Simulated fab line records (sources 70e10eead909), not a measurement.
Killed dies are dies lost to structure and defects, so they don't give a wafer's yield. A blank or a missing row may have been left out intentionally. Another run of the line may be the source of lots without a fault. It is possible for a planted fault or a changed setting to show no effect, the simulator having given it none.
Matching of chambers / flow nand harc / rie diel-11 running NHARC_P_GATE_DESCUM_13: 4 sister chambers
The step chemistry O2, time 3 s. 20 wafers are shown with their chamber, then 10 later ones without.

## WAFERS, EACH WITH ITS CHAMBER
wafer=L849.2; chamber=0; drypump motor current A (A)=5.65; showerhead plenum p Torr (Torr)=1.78; oes product au (a.u.)=1.018
wafer=L849.3; chamber=3; drypump motor current A (A)=5.12; showerhead plenum p Torr (Torr)=1.83; oes product au (a.u.)=0.998
wafer=L849.4; chamber=2; drypump motor current A (A)=5.19; showerhead plenum p Torr (Torr)=1.90; oes product au (a.u.)=0.989
wafer=L848.1; chamber=1; drypump motor current A (A)=5.77; showerhead plenum p Torr (Torr)=1.88; oes product au (a.u.)=0.988
wafer=L848.5; chamber=1; drypump motor current A (A)=5.78; showerhead plenum p Torr (Torr)=1.88; oes product au (a.u.)=0.991
wafer=L848.6; chamber=2; drypump motor current A (A)=5.21; showerhead plenum p Torr (Torr)=1.90; oes product au (a.u.)=0.997
wafer=L852.3; chamber=1; drypump motor current A (A)=5.77; showerhead plenum p Torr (Torr)=1.87; oes product au (a.u.)=0.993
wafer=L852.5; chamber=3; drypump motor current A (A)=5.12; showerhead plenum p Torr (Torr)=1.83; oes product au (a.u.)=0.990
wafer=L852.6; chamber=0; drypump motor current A (A)=5.65; showerhead plenum p Torr (Torr)=1.78; oes product au (a.u.)=1.017
wafer=L851.2; chamber=2; drypump motor current A (A)=5.23; showerhead plenum p Torr (Torr)=1.89; oes product au (a.u.)=0.987
wafer=L851.3; chamber=0; drypump motor current A (A)=5.64; showerhead plenum p Torr (Torr)=1.78; oes product au (a.u.)=1.025
wafer=L851.5; chamber=2; drypump motor current A (A)=5.19; showerhead plenum p Torr (Torr)=1.89; oes product au (a.u.)=0.990
wafer=L855.2; chamber=2; drypump motor current A (A)=5.19; showerhead plenum p Torr (Torr)=1.89; oes product au (a.u.)=0.994
wafer=L855.3; chamber=3; drypump motor current A (A)=5.13; showerhead plenum p Torr (Torr)=1.82; oes product au (a.u.)=0.985
wafer=L855.5; chamber=0; drypump motor current A (A)=5.59; showerhead plenum p Torr (Torr)=1.78; oes product au (a.u.)=1.016
wafer=L858.1; chamber=2; drypump motor current A (A)=5.19; showerhead plenum p Torr (Torr)=1.89; oes product au (a.u.)=1.002
wafer=L858.4; chamber=3; drypump motor current A (A)=5.09; showerhead plenum p Torr (Torr)=1.82; oes product au (a.u.)=0.989
wafer=L858.5; chamber=2; drypump motor current A (A)=5.19; showerhead plenum p Torr (Torr)=1.89; oes product au (a.u.)=1.005
wafer=L861.2; chamber=1; drypump motor current A (A)=5.77; showerhead plenum p Torr (Torr)=1.87; oes product au (a.u.)=0.990
wafer=L861.3; chamber=2; drypump motor current A (A)=5.20; showerhead plenum p Torr (Torr)=1.89; oes product au (a.u.)=0.985

SIGNATURES, as means of the wafers listed above
reading=drypump motor current A; chamber 0=5.6325; chamber 1=5.7725; chamber 2=5.1988; chamber 3=5.1150; scatter within a chamber=0.0176
reading=showerhead plenum p Torr; chamber 0=1.7800; chamber 1=1.8750; chamber 2=1.8925; chamber 3=1.8250; scatter within a chamber=0.00468
reading=oes product au; chamber 0=1.01900; chamber 1=0.99050; chamber 2=0.99362; chamber 3=0.99050; scatter within a chamber=0.00568
Rule: a wafer lies at a distance from a chamber equal to the root of the sum of squares, over the readings, of (its reading less the chamber's mean, divided by the reading's scatter). If the next closest chamber is less than 2 further off than the closest, the wafer can't be placed; otherwise it belongs to the closest. How the scatter is found: for the shown wafers, subtract from each reading the mean of its chamber, square and add these, divide the total by (wafers less chambers), then take the root.

## WAFERS WITH NO CHAMBER GIVEN
wafer=L861.4; drypump motor current A (A)=5.62; showerhead plenum p Torr (Torr)=1.78; oes product au (a.u.)=1.016
wafer=L860.3; drypump motor current A (A)=5.19; showerhead plenum p Torr (Torr)=1.89; oes product au (a.u.)=0.989
wafer=L860.4; drypump motor current A (A)=5.10; showerhead plenum p Torr (Torr)=1.82; oes product au (a.u.)=0.997
wafer=L860.5; drypump motor current A (A)=5.17; showerhead plenum p Torr (Torr)=1.89; oes product au (a.u.)=0.986
wafer=L859.2; drypump motor current A (A)=5.77; showerhead plenum p Torr (Torr)=1.87; oes product au (a.u.)=0.981
wafer=L859.3; drypump motor current A (A)=5.19; showerhead plenum p Torr (Torr)=1.89; oes product au (a.u.)=0.980
wafer=L859.6; drypump motor current A (A)=5.60; showerhead plenum p Torr (Torr)=1.78; oes product au (a.u.)=1.009
wafer=L863.2; drypump motor current A (A)=5.63; showerhead plenum p Torr (Torr)=1.78; oes product au (a.u.)=1.009
wafer=L863.3; drypump motor current A (A)=5.13; showerhead plenum p Torr (Torr)=1.82; oes product au (a.u.)=0.984
wafer=L863.6; drypump motor current A (A)=5.13; showerhead plenum p Torr (Torr)=1.82; oes product au (a.u.)=0.979

## THE CHAMBER EACH PASSED THROUGH
wafer=L861.4; from the rows above=0; in truth=0
wafer=L860.3; from the rows above=2; in truth=2
wafer=L860.4; from the rows above=3; in truth=3
wafer=L860.5; from the rows above=2; in truth=2
wafer=L859.2; from the rows above=1; in truth=1
wafer=L859.3; from the rows above=2; in truth=2
wafer=L859.6; from the rows above=0; in truth=0
wafer=L863.2; from the rows above=0; in truth=0
wafer=L863.3; from the rows above=3; in truth=3
wafer=L863.6; from the rows above=3; in truth=3
Placed correctly: 10 of 10. Left unplaced by these rows: 0. Placed wrongly: 0.
